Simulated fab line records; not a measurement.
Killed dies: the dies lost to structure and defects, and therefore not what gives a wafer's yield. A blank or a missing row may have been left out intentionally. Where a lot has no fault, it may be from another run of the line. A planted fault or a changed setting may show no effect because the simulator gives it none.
Chamber matching	flow n5Finfet	N5_BEOL_M1_ALD_98 on aldSin-02: 4 sister chambers
The step deposits SiO2, target thk 2.5 nm, pulse time 1 s, co reactant pulse time 1 s. 16 wafers are shown with their chamber, then 8 later ones without.

== WAFERS PAIRED WITH THEIR CHAMBERS ==
wafer	chamber	heaterPowerW (W)	precursorPulseHeightRel
L076.1	0	79	0.999
L076.4	3	72	0.965
L076.6	1	83	1.032
L077.2	1	83	0.985
L077.3	3	70	0.980
L077.4	2	73	1.003
L079.1	3	71	1.024
L079.4	2	73	0.973
L079.6	1	84	1.027
L082.2	0	78	1.001
L082.3	1	83	1.024
L082.6	2	73	0.952
L091.3	1	82	0.994
L091.4	2	73	0.981
L091.6	0	77	1.010
L093.1	2	72	1.014

SIGNATURES, as means of the wafers listed above
reading	chamber 0	chamber 1	chamber 2	chamber 3	scatter within a chamber
heaterPowerW	78.00	83.00	72.80	71.00	0.753
precursorPulseHeightRel	1.00333	1.01240	0.98460	0.98967	0.0227
Rule: a wafer's distance from a chamber is the root of the sum, over the readings, of the square of ((its reading less the chamber's mean) divided by the reading's scatter). If the next closest chamber is less than 2 further off than the closest, the wafer can't be placed; otherwise it belongs to the closest. The scatter is the square root of a quotient: the sum, over the shown wafers, of each reading's squared deviation from its chamber's mean, divided by wafers minus chambers.

== WAFERS WITH NO CHAMBER GIVEN ==
wafer	heaterPowerW (W)	precursorPulseHeightRel
L093.4	78	0.988
L093.6	70	0.998
L094.1	72	1.017
L094.2	79	1.003
L094.3	69	0.954
L095.3	78	0.979
L095.5	83	0.966
L095.6	70	0.967

== THE CHAMBER EACH PASSED THROUGH ==
wafer	from the rows above	in truth
L093.4	0	0
L093.6	3	3
L094.1	can't be placed: 2 or 3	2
L094.2	0	0
L094.3	3	3
L095.3	0	0
L095.5	1	1
L095.6	3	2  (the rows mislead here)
Correctly placed: 6 of 8. Unplaceable from these rows: 1, with the true chamber sitting among the candidates in 1. Wrongly placed: 1.
